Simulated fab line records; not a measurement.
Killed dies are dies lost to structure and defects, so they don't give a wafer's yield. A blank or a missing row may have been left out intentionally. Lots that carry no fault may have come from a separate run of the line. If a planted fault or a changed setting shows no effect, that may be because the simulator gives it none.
Matching of chambers	flow nand harc	rie diel-12 running NHARC_A_STAIRCASE_DESCUM_270: 4 sister chambers
The step chemistry O2, time 3 s. 16 wafers are shown with their chamber, then 8 later ones without.

## WAFERS, EACH WITH ITS CHAMBER
wafer	chamber	drypump motor current A (A)	showerhead plenum p Torr (Torr)	oes product au (a.u.)
L075.1	1	5.7	1.82	0.996
L075.2	3	5.7	1.94	1.019
L075.6	3	5.7	1.94	1.015
L078.2	2	5.4	1.86	1.006
L078.5	0	6.0	1.97	1.001
L078.6	2	5.4	1.86	1.023
L082.1	2	5.4	1.85	0.998
L082.4	3	5.7	1.94	1.016
L082.5	1	5.7	1.82	1.000
L083.1	2	5.4	1.85	1.001
L083.3	0	6.1	1.96	1.003
L083.5	1	5.7	1.82	0.991
L087.1	1	5.7	1.81	0.993
L087.2	0	6.1	1.96	1.008
L087.5	2	5.4	1.85	0.986
L091.4	1	5.7	1.81	0.983

SIGNATURES, as means of the wafers listed above
reading	chamber 0	chamber 1	chamber 2	chamber 3	scatter within a chamber
drypump motor current A	6.067	5.700	5.400	5.700	0.0236
showerhead plenum p Torr	1.9633	1.8160	1.8540	1.9400	0.00506
oes product au	1.00400	0.99260	1.00280	1.01667	0.00877
Rule: distance of a wafer from a chamber = root of the sum over the readings of ((wafer's reading minus chamber's mean) / reading's scatter) squared. If the next closest chamber is less than 2 further off than the closest, the wafer can't be placed; otherwise it belongs to the closest. How the scatter is found: for the shown wafers, subtract from each reading the mean of its chamber, square and add these, divide the total by (wafers less chambers), then take the root.

## WAFERS WITH NO CHAMBER GIVEN
wafer	drypump motor current A (A)	showerhead plenum p Torr (Torr)	oes product au (a.u.)
L091.5	6.0	1.95	1.003
L091.6	5.6	1.93	1.002
L092.1	5.4	1.84	0.978
L092.3	6.0	1.95	0.996
L092.5	5.4	1.84	0.986
L097.2	5.4	1.84	0.996
L097.3	5.7	1.80	0.982
L097.4	5.7	1.92	1.002

## THE CHAMBER EACH PASSED THROUGH
wafer	from the rows above	in truth
L091.5	0	0
L091.6	3	3
L092.1	2	2
L092.3	0	0
L092.5	2	2
L097.2	2	2
L097.3	1	1
L097.4	3	3
Correctly placed: 8 of 8. Number that these rows cannot place: 0. Number placed wrongly: 0.
